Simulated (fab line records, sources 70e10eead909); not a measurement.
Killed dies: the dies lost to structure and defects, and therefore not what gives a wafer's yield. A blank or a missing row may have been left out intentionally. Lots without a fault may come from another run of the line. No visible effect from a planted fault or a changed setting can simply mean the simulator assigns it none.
Matching of chambers	flow nand harc	NHARC_A_STAIRCASE_DEP_325 on pecvd-03 has 3 sister chambers
The step deposits SiO2, target thk 3800 nm. 3 wafers are shown with their chamber, then 8 later ones without.

## WAFERS, EACH WITH ITS CHAMBER
wafer	chamber	heater power outer w (W)
L090.1	1	339
L090.6	2	340
L089.1	0	450

## WAFERS WHOSE CHAMBER IS MISSING
wafer	heater power outer w (W)
L089.2	424
L089.5	354
L096.2	412
L096.4	327
L096.5	329
L097.2	383
L097.4	346
L097.6	354

## THE CHAMBER EACH PASSED THROUGH
wafer	from the rows above	in truth
L089.2	0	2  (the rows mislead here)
L089.5	can't be placed: 2 or 1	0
L096.2	can't be placed: 0 or 2 or 1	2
L096.4	can't be placed: 1 or 2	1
L096.5	can't be placed: 1 or 2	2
L097.2	can't be placed: 2 or 1 or 0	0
L097.4	can't be placed: 2 or 1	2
L097.6	can't be placed: 2 or 1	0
Correctly placed: 0 of 8. Cannot be placed on the basis of these rows: 7; the candidates contain the true chamber in 5. Number placed wrongly: 1.
How it was worked out, from the rows above alone: a wafer's distance from a chamber is the root of the sum, over the readings, of the square of ((its reading less the chamber's mean) divided by the reading's scatter). If the next closest chamber is less than 2 further off than the closest, the wafer can't be placed; otherwise it belongs to the closest. For every chamber, the mean is computed from those of its wafers that are shown. The scatter: with one shown wafer a chamber, the root of the mean of the squares of how far each hidden wafer lies from its nearest shown one.
